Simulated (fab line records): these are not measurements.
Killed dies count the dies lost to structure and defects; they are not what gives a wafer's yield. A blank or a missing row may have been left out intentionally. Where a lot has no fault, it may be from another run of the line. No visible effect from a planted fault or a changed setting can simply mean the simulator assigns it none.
Chamber matching	flow n5_finfet	N5_BEOL_M1_CO_CAP_55 on cvd_co-01: 3 sister chambers
The step material Co, precursor CCTBA/H2, target thk 2 nm, time 102.1 s. 3 wafers are shown with their chamber, then 12 later ones without.

== WAFERS PAIRED WITH THEIR CHAMBERS ==
wafer	chamber	heater_power_w (W)
L088.2	2	249
L088.3	1	245
L088.5	0	210

== WAFERS WHOSE CHAMBER IS MISSING ==
wafer	heater_power_w (W)
L087.2	213
L087.3	251
L087.5	212
L090.1	251
L090.5	238
L090.6	250
L095.1	256
L095.2	246
L095.4	215
L096.4	206
L096.5	249
L096.6	241

== CHAMBER TAKEN BY EACH ==
wafer	from the rows above	in truth
L087.2	0	0
L087.3	can't be placed: 2 or 1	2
L087.5	0	0
L090.1	can't be placed: 2 or 1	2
L090.5	can't be placed: 1 or 2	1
L090.6	can't be placed: 2 or 1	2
L095.1	can't be placed: 2 or 1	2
L095.2	can't be placed: 1 or 2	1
L095.4	0	0
L096.4	0	0
L096.5	can't be placed: 2 or 1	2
L096.6	can't be placed: 1 or 2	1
Placed correctly: 4 of 12. Unplaceable from these rows: 8, with the true chamber sitting among the candidates in 8. Placed wrongly: 0.
How it was worked out, from the rows above alone: a wafer's distance from a chamber is the root of the sum, over the readings, of the square of ((its reading less the chamber's mean) divided by the reading's scatter). If the next closest chamber is less than 2 further off than the closest, the wafer can't be placed; otherwise it belongs to the closest. For every chamber, the mean is computed from those of its wafers that are shown. The scatter: with one shown wafer a chamber, the root of the mean of the squares of how far each hidden wafer lies from its nearest shown one.
